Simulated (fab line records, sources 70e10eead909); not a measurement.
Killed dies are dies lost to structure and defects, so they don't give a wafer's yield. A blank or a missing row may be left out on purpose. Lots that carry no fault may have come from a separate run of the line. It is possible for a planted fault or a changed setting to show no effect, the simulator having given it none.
Which tool is to blame? + flow nand_harc + 11 lots, 33 wafers sampled, at 5 steps of a route of 1302

WHAT EACH GAUGE READ, for each wafer
NHARC_END_SORT_01.
| lot  | measured     | on        | killed_at_array |
|------|--------------|-----------|-----------------|
| L930 | day 25 04:16 | prober-02 | 97 86 93        |
| L935 | day 27 14:01 | prober-01 | 45 47 45        |
| L939 | day 29 12:00 | prober-01 | 673 673 674     |
| L938 | day 28 18:31 | prober-02 | 672 674 673     |
| L941 | day 29 11:12 | prober-02 | 55 71 58        |
| L947 | day 31 22:58 | prober-02 | 61 78 68        |

EACH LOT AND THE TOOL THAT RAN IT (in order: tool; ch and the chambers of the sampled wafers; start)
| lot  | NHARC_A_CHANNEL_HOLE_D1_XSEM_31 | NHARC_A_CHANNEL_FILL_D1_STRIP_29              | NHARC_A_DECK1_JOINT_DEP_16      | NHARC_A_ONON_D2_DEP_12           |
|------|---------------------------------|-----------------------------------------------|---------------------------------|----------------------------------|
| L930 | xsem-02 ch 0, day 9 11:29       | rie_diel-03 ch 0,2, day 13 02:05 or earlier   | pecvd-01 ch 0,2, day 13 02:05   | pecvd_onon-04 ch 0, day 13 04:42 |
| L934 | xsem-01 ch 0, day 11 08:01      | rie_diel-11 ch 2,3, day 14 21:38 or earlier   | pecvd-03 ch 1,2, day 14 21:38   | pecvd_onon-04 ch 0, day 15 00:17 |
| L935 | xsem-01 ch 0, day 11 16:22      | rie_diel-13 ch 0,2, day 15 03:06 or earlier   | pecvd-03 ch 0,1,2, day 15 03:06 | pecvd_onon-03 ch 0, day 15 05:44 |
| L939 | xsem-02 ch 0, day 13 12:02      | rie_diel-03 ch 0,2, day 17 01:19 or earlier   | pecvd-03 ch 0,2, day 17 01:19   | pecvd_onon-04, day 17 04:02      |
| L938 | xsem-01 ch 0, day 13 12:05      | rie_diel-13 ch 0,1,2, day 16 22:22 or earlier | pecvd-04 ch 0,1, day 16 22:22   | pecvd_onon-04, day 17 00:58      |
| L941 | xsem-01 ch 0, day 13 21:22      | rie_diel-03 ch 0,1,2, day 17 09:09 or earlier | pecvd-03 ch 0,1,2, day 17 09:09 | pecvd_onon-01 ch 0, day 17 11:48 |
| L946 | xsem-01 ch 0, day 16 05:20      | rie_diel-03 ch 2,3, day 19 21:12 or earlier   | pecvd-03 ch 0,1,2, day 19 21:12 | pecvd_onon-03 ch 0, day 19 23:53 |
| L947 | xsem-02 ch 0, day 16 13:05      | rie_diel-13 ch 1,3, day 19 21:10 or earlier   | pecvd-01 ch 0,1,2, day 19 21:10 | pecvd_onon-04 ch 0, day 19 23:49 |
| L948 | xsem-02 ch 0, day 17 03:22      | rie_diel-03 ch 0,1,2, day 20 10:56 or earlier | pecvd-01 ch 0,1,2, day 20 10:56 | pecvd_onon-03 ch 0, day 20 13:35 |
| L949 | xsem-02 ch 0, day 17 15:24      | rie_diel-03 ch 0,1,3, day 21 01:00 or earlier | pecvd-01 ch 0,1,2, day 21 01:00 | pecvd_onon-04 ch 0, day 21 03:38 |
| L951 | xsem-02 ch 0, day 18 07:47      | rie_diel-11 ch 0,3, day 21 17:58 or earlier   | pecvd-03 ch 0,2, day 21 17:58   | pecvd_onon-03 ch 0, day 21 20:37 |
- NHARC_A_CHANNEL_HOLE_D1_XSEM_31
- NHARC_A_CHANNEL_FILL_D1_STRIP_29: strips in O2, time 20 s.
- NHARC_A_DECK1_JOINT_DEP_16: deposits SiO2, target thk 45 nm.
- NHARC_A_ONON_D2_DEP_12: target thk 1000 nm.

THE ANSWER, worked out from the rows above alone
Rule: the lots themselves supply what counts as usual. Put in order of their means at a reading, lots are off if they are a third of the lots or fewer, leave a main group of 4 or more, and stand apart from it by a gap of 3 or more times the standard deviation of the main group's means; of several such gaps the widest counts. A main group is skipped when, at the precision printed for the reading in the tables above, its means are all equal. A lot without any number at a reading at which 4 lots or more have one is off too. Any other lot the step has rows for is counted as sound.
Off: L939, L938 (NHARC_END_SORT_01, killed_at_array). The main group: mean 67, standard deviation 17. Neither off nor sound, because the step has no rows for them: L934, L946, L948, L949, L951.
If a tool, at a process step before that reading, ran all the lots that are off and no sound lot after the first of them, it fits. Those tools and the gauges at NHARC_END_SORT_01 are tried in the same way. NHARC_A_CHANNEL_FILL_D1_STRIP_29 gives no start for some lots, so the hours and the order of its lots are those of NHARC_A_DECK1_JOINT_DEP_16. Of those tried, none fits.

WHAT HAD BEEN PUT IN BY THE SIMULATOR
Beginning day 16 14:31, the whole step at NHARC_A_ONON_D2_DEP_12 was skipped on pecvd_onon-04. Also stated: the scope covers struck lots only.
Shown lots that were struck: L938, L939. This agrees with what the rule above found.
